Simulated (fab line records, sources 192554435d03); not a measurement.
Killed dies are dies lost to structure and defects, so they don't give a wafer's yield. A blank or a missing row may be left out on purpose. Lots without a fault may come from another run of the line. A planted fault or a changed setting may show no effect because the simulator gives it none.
Chamber matching | flow n5_finfet | N5_HKMG_FIN_ALD_75 on ald_hk-02: 4 sister chambers
The step deposits Al2O3, target thk 1 nm, co reactant pulse time 1 s. 22 wafers are shown with their chamber, then 11 later ones without.

WAFERS WITH THEIR CHAMBER
wafer  | chamber | heater_power_outer_w (W) | heater_power_w (W) | precursor_pulse_height_rel
L076.3 | 3       | 71                       | 146                | 1.014
L076.5 | 1       | 72                       | 134                | 1.016
L076.6 | 2       | 67                       | 133                | 1.006
L080.3 | 1       | 74                       | 131                | 0.997
L080.4 | 2       | 68                       | 131                | 0.990
L080.5 | 3       | 71                       | 142                | 0.990
L081.3 | 3       | 72                       | 143                | 0.981
L081.5 | 3       | 70                       | 146                | 0.982
L081.6 | 0       | 86                       | 150                | 1.006
L085.3 | 1       | 74                       | 132                | 0.978
L085.5 | 2       | 67                       | 128                | 1.035
L085.6 | 1       | 74                       | 135                | 0.982
L086.1 | 3       | 71                       | 146                | 0.977
L086.5 | 0       | 87                       | 151                | 0.982
L086.6 | 3       | 71                       | 144                | 0.985
L087.1 | 1       | 74                       | 135                | 0.996
L087.2 | 0       | 87                       | 152                | 1.003
L087.3 | 3       | 70                       | 145                | 0.996
L088.2 | 0       | 89                       | 154                | 1.006
L088.5 | 0       | 88                       | 151                | 0.963
L088.6 | 1       | 71                       | 132                | 0.990
L089.1 | 1       | 72                       | 131                | 0.999

SIGNATURES (means of the wafers above)
reading                    | chamber 0 | chamber 1 | chamber 2 | chamber 3 | scatter within a chamber
heater_power_outer_w       | 87.40     | 73.00     | 67.33     | 70.86     | 1.02
heater_power_w             | 151.60    | 132.86    | 130.67    | 144.57    | 1.77
precursor_pulse_height_rel | 0.99200   | 0.99400   | 1.01033   | 0.98929   | 0.0156
Rule: a wafer's distance from a chamber is the root of the sum, over the readings, of the square of ((its reading less the chamber's mean) divided by the reading's scatter). The wafer belongs to the nearest chamber; if the next one is less than 2 further off, it can't be placed. The scatter: the root of (the sum of the squares of (reading less its chamber's mean) over the shown wafers, divided by (wafers less chambers)).

WAFERS WITHOUT THEIR CHAMBER
wafer  | heater_power_outer_w (W) | heater_power_w (W) | precursor_pulse_height_rel
L089.4 | 88                       | 155                | 0.997
L089.6 | 71                       | 144                | 1.007
L090.2 | 67                       | 131                | 0.998
L090.3 | 87                       | 153                | 0.972
L090.6 | 70                       | 137                | 1.004
L094.1 | 71                       | 144                | 0.973
L094.3 | 73                       | 133                | 1.002
L094.4 | 87                       | 156                | 1.013
L095.2 | 64                       | 128                | 0.970
L095.4 | 70                       | 142                | 1.022
L095.5 | 87                       | 154                | 0.991

WHICH CHAMBER EACH WENT THROUGH
wafer  | from the rows above          | in truth
L089.4 | 0                            | 0
L089.6 | 3                            | 3
L090.2 | 2                            | 2
L090.3 | 0                            | 0
L090.6 | can't be placed: 1 or 2 or 3 | 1
L094.1 | 3                            | 3
L094.3 | 1                            | 1
L094.4 | 0                            | 0
L095.2 | 2                            | 2
L095.4 | 3                            | 3
L095.5 | 0                            | 0
Placed correctly: 10 of 11. Can't be placed from these rows: 1 (the true chamber is among the candidates in 1). Placed wrongly: 0.
